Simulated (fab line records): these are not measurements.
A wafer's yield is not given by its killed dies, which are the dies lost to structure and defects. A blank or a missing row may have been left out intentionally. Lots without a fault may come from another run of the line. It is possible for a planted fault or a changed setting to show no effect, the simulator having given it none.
Matching of chambers || flow nand-harc || NHARC_P_M0_CMP_23 on cmp-02 has 4 sister chambers
The step polishes, t overpolish 20 s, target thk 117.54 nm. 4 wafers are shown with their chamber, then 8 later ones without.

== WAFERS, EACH WITH ITS CHAMBER ==
{"wafer": "L079.1", "chamber": 1, "motor-current-A (A)": 12.4}
{"wafer": "L079.2", "chamber": 2, "motor-current-A (A)": 11.9}
{"wafer": "L083.6", "chamber": 3, "motor-current-A (A)": 9.9}
{"wafer": "L088.3", "chamber": 0, "motor-current-A (A)": 13.5}

== WAFERS MISSING THEIR CHAMBER ==
{"wafer": "L088.4", "motor-current-A (A)": 12.2}
{"wafer": "L088.6", "motor-current-A (A)": 11.3}
{"wafer": "L093.1", "motor-current-A (A)": 13.0}
{"wafer": "L093.2", "motor-current-A (A)": 10.3}
{"wafer": "L093.3", "motor-current-A (A)": 11.9}
{"wafer": "L095.3", "motor-current-A (A)": 12.1}
{"wafer": "L095.5", "motor-current-A (A)": 13.1}
{"wafer": "L095.6", "motor-current-A (A)": 10.3}

== WHICH CHAMBER EACH WENT THROUGH ==
{"wafer": "L088.4", "from the rows above": "can't be placed: 1 or 2", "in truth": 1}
{"wafer": "L088.6", "from the rows above": "can't be placed: 2 or 1", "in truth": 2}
{"wafer": "L093.1", "from the rows above": "can't be placed: 0 or 1 or 2", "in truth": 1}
{"wafer": "L093.2", "from the rows above": 3, "in truth": 3}
{"wafer": "L093.3", "from the rows above": "can't be placed: 2 or 1", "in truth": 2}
{"wafer": "L095.3", "from the rows above": "can't be placed: 2 or 1", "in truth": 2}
{"wafer": "L095.5", "from the rows above": "can't be placed: 0 or 1", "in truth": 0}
{"wafer": "L095.6", "from the rows above": 3, "in truth": 3}
Placed correctly: 2 of 8. Cannot be placed on the basis of these rows: 6; the candidates contain the true chamber in 6. Number placed wrongly: 0.
How it was worked out, from the rows above alone: a wafer's distance from a chamber is the root of the sum, over the readings, of the square of ((its reading less the chamber's mean) divided by the reading's scatter). If the next closest chamber is less than 2 further off than the closest, the wafer can't be placed; otherwise it belongs to the closest. Each chamber's mean is taken over the wafers shown for it. The scatter: root of mean squared gap, hidden wafer to nearest shown wafer, with one shown wafer a chamber.
